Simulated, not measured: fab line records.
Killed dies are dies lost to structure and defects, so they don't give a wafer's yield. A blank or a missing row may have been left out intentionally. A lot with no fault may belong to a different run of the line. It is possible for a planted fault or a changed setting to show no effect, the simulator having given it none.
Matching of chambers || flow n5_finfet || ald_sin-03 running N5_MOL_CONTACT_COAG_ALD_131: 4 sister chambers
The step deposits SiO2, target thk 5 nm, pulse time 1 s, co reactant pulse time 1 s. 8 wafers are shown with their chamber, then 9 later ones without.

WAFERS WITH THEIR CHAMBER
{"wafer": "L086.1", "chamber": 1, "heater_power_w (W)": 82, "precursor_pulse_height_rel": 0.955}
{"wafer": "L086.4", "chamber": 2, "heater_power_w (W)": 84, "precursor_pulse_height_rel": 1.011}
{"wafer": "L087.2", "chamber": 3, "heater_power_w (W)": 87, "precursor_pulse_height_rel": 1.001}
{"wafer": "L087.3", "chamber": 0, "heater_power_w (W)": 95, "precursor_pulse_height_rel": 1.021}
{"wafer": "L087.6", "chamber": 2, "heater_power_w (W)": 84, "precursor_pulse_height_rel": 1.022}
{"wafer": "L088.1", "chamber": 3, "heater_power_w (W)": 84, "precursor_pulse_height_rel": 1.030}
{"wafer": "L088.2", "chamber": 1, "heater_power_w (W)": 86, "precursor_pulse_height_rel": 1.001}
{"wafer": "L088.4", "chamber": 0, "heater_power_w (W)": 97, "precursor_pulse_height_rel": 1.021}

WAFERS WITHOUT THEIR CHAMBER
{"wafer": "L090.1", "heater_power_w (W)": 85, "precursor_pulse_height_rel": 1.019}
{"wafer": "L090.4", "heater_power_w (W)": 84, "precursor_pulse_height_rel": 0.989}
{"wafer": "L090.6", "heater_power_w (W)": 85, "precursor_pulse_height_rel": 1.004}
{"wafer": "L093.1", "heater_power_w (W)": 87, "precursor_pulse_height_rel": 0.956}
{"wafer": "L093.5", "heater_power_w (W)": 84, "precursor_pulse_height_rel": 1.004}
{"wafer": "L093.6", "heater_power_w (W)": 86, "precursor_pulse_height_rel": 0.968}
{"wafer": "L097.2", "heater_power_w (W)": 88, "precursor_pulse_height_rel": 1.007}
{"wafer": "L097.3", "heater_power_w (W)": 93, "precursor_pulse_height_rel": 1.016}
{"wafer": "L097.6", "heater_power_w (W)": 85, "precursor_pulse_height_rel": 1.029}

CHAMBER TAKEN BY EACH
{"wafer": "L090.1", "from the rows above": "can't be placed: 3 or 2 or 1", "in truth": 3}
{"wafer": "L090.4", "from the rows above": "can't be placed: 1 or 2 or 3", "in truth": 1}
{"wafer": "L090.6", "from the rows above": "can't be placed: 3 or 2 or 1", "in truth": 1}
{"wafer": "L093.1", "from the rows above": "can't be placed: 1 or 3 or 2", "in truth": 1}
{"wafer": "L093.5", "from the rows above": "can't be placed: 2 or 3 or 1", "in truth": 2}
{"wafer": "L093.6", "from the rows above": "can't be placed: 1 or 3 or 2", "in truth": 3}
{"wafer": "L097.2", "from the rows above": "can't be placed: 3 or 2 or 1", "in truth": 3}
{"wafer": "L097.3", "from the rows above": 0, "in truth": 0}
{"wafer": "L097.6", "from the rows above": "can't be placed: 3 or 2 or 1", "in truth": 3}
Placed correctly: 1 of 9. These rows do not allow placing 8 (true chamber among the candidates in 8). Placed wrongly: 0.
How it was worked out, from the rows above alone: a wafer's distance from a chamber is the root of the sum, over the readings, of the square of ((its reading less the chamber's mean) divided by the reading's scatter). The wafer belongs to the nearest chamber; if the next one is less than 2 further off, it can't be placed. For every chamber, the mean is computed from those of its wafers that are shown. The scatter is the square root of a quotient: the sum, over the shown wafers, of each reading's squared deviation from its chamber's mean, divided by wafers minus chambers.
